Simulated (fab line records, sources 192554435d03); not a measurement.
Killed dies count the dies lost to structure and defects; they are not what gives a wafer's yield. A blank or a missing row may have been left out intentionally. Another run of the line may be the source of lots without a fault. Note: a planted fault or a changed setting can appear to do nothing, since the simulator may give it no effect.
Matching of chambers | flow n5Finfet | uvCure-01 running N5_BEOL_M5_CURE_80: 3 sister chambers
The step cures SiCOH lowk, time 120 s. 3 wafers are shown with their chamber, then 12 later ones without.

## WAFERS PAIRED WITH THEIR CHAMBERS
wafer  | chamber | wafer_temp_C_max
L080.4 | 2       | 371.1
L087.5 | 0       | 371.7
L090.6 | 1       | 372.1

## WAFERS WITH NO CHAMBER GIVEN
wafer  | wafer_temp_C_max
L094.1 | 371.8
L094.2 | 371.9
L094.3 | 372.0
L095.2 | 371.0
L095.3 | 371.3
L095.5 | 370.7
L096.1 | 373.1
L096.3 | 372.8
L096.6 | 372.5
L096.2 | 372.5
L096.4 | 372.8
L096.5 | 372.9

## EACH ONE'S CHAMBER
wafer  | from the rows above          | in truth
L094.1 | can't be placed: 0 or 1 or 2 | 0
L094.2 | can't be placed: 0 or 1 or 2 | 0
L094.3 | can't be placed: 1 or 0 or 2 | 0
L095.2 | can't be placed: 2 or 0 or 1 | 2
L095.3 | can't be placed: 2 or 0 or 1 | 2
L095.5 | can't be placed: 2 or 0 or 1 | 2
L096.1 | can't be placed: 1 or 0 or 2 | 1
L096.3 | can't be placed: 1 or 0 or 2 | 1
L096.6 | can't be placed: 1 or 0 or 2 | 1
L096.2 | can't be placed: 1 or 0 or 2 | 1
L096.4 | can't be placed: 1 or 0 or 2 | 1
L096.5 | can't be placed: 1 or 0 or 2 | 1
Correct placement for 0 of the 12. Cannot be placed on the basis of these rows: 12; the candidates contain the true chamber in 12. Wrongly placed: 0.
How it was worked out, from the rows above alone: a wafer's distance from a chamber is the root of the sum, over the readings, of the square of ((its reading less the chamber's mean) divided by the reading's scatter). The wafer belongs to the nearest chamber; if the next one is less than 2 further off, it can't be placed. The mean given for a chamber averages the wafers shown for that chamber. The scatter: with one shown wafer a chamber, the root of the mean of the squares of how far each hidden wafer lies from its nearest shown one.
